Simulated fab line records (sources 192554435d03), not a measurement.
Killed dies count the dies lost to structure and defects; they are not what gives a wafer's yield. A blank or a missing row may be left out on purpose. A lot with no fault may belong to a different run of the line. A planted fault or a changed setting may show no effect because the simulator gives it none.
Which of the tools did it? | flow n5_finfet | Sampling: 9 lots, 26 wafers, 4 of 1938 route steps

== WHAT THE GAUGES SHOWED, per wafer ==
N5_BEOL_M4_OCD_MEAS_38.
lot  | measured     | on     | trench_depth_nm (nm)
L789 | day 8 00:59  | ocd-01 | 53.8 55.0 56.4
L790 | day 8 09:10  | ocd-02 | 57.1 55.3 55.8
L791 | day 8 21:11  | ocd-02 | 54.7 55.8 55.8
L797 | day 10 13:58 | ocd-01 | 55.3 55.1 56.7
L798 | day 11 00:01 | ocd-02 | 56.2 54.8 56.3
L802 | day 11 07:24 | ocd-01 | 55.6 57.2 54.8
L804 | day 12 00:35 | ocd-01 | 56.1 56.5
L808 | day 12 17:56 | ocd-01 | 55.3 53.4 55.0
L810 | day 13 12:18 | ocd-01 | 54.5 54.9 54.8

== EACH LOT AND THE TOOL THAT RAN IT (in order: tool; ch and the chambers of the sampled wafers; start) ==
lot  | N5_BEOL_M4_DESCUM_33               | N5_BEOL_M4_ETCH_77                 | N5_BEOL_M4_ETCH_70
L789 | rie_diel-02 ch 2,3, day 7 17:12    | rie_diel-02 ch 2,3, day 7 17:14    | rie_diel-05 ch 0,2,3, day 8 00:38
L790 | rie_diel-06 ch 0,3, day 8 07:37    | rie_diel-06 ch 0,3, day 8 07:38    | rie_diel-06 ch 0,2,3, day 8 08:49
L791 | rie_diel-05 ch 2,3, day 8 16:24    | rie_diel-05 ch 2,3, day 8 16:26    | rie_diel-02 ch 1,2, day 8 20:50
L797 | rie_diel-05 ch 0,3, day 10 11:38   | rie_diel-05 ch 0,3, day 10 11:40   | rie_diel-06 ch 0,1,2, day 10 13:36
L798 | rie_diel-02 ch 0,1,2, day 10 16:35 | rie_diel-02 ch 0,1,2, day 10 16:37 | rie_diel-06 ch 1,2, day 10 23:38
L802 | rie_diel-06 ch 1,2, day 11 05:47   | rie_diel-06 ch 1,2, day 11 05:49   | rie_diel-06 ch 0,1,2, day 11 07:02
L804 | rie_diel-06 ch 1,2, day 11 16:41   | rie_diel-06 ch 1,2, day 11 16:43   | rie_diel-06 ch 1,3, day 12 00:14
L808 | rie_diel-02 ch 1,2,3, day 12 16:11 | rie_diel-02 ch 1,2,3, day 12 16:13 | rie_diel-05 ch 0,1,3, day 12 17:34
L810 | rie_diel-02 ch 0,3, day 13 09:38   | rie_diel-02 ch 0,3, day 13 09:41   | rie_diel-02 ch 1,3, day 13 11:56
- N5_BEOL_M4_DESCUM_33: chemistry O2, time 7 s.
- N5_BEOL_M4_ETCH_77: etches underlayer in N2/H2, target depth 6.5 nm, time 5.2 s.
- N5_BEOL_M4_ETCH_70: etches SOC in N2/H2, target depth 80 nm, overetch 24 nm, time 130 s.

== THE ANSWER, worked out from the rows above alone ==
Rule: the lots themselves supply what counts as usual. Put in order of their means at a reading, lots are off if they are a third of the lots or fewer, leave a main group of 4 or more, and stand apart from it by a gap of 3 or more times the standard deviation of the main group's means; of several such gaps the widest counts. A main group is skipped when, at the precision printed for the reading in the tables above, its means are all equal. A lot without any number at a reading at which 4 lots or more have one is off too. All remaining lots with rows at the step are treated as sound.
No lot is off on any of the readings shown, so nothing can be concluded from this.

== WHAT THE SIMULATOR HAD INSERTED ==
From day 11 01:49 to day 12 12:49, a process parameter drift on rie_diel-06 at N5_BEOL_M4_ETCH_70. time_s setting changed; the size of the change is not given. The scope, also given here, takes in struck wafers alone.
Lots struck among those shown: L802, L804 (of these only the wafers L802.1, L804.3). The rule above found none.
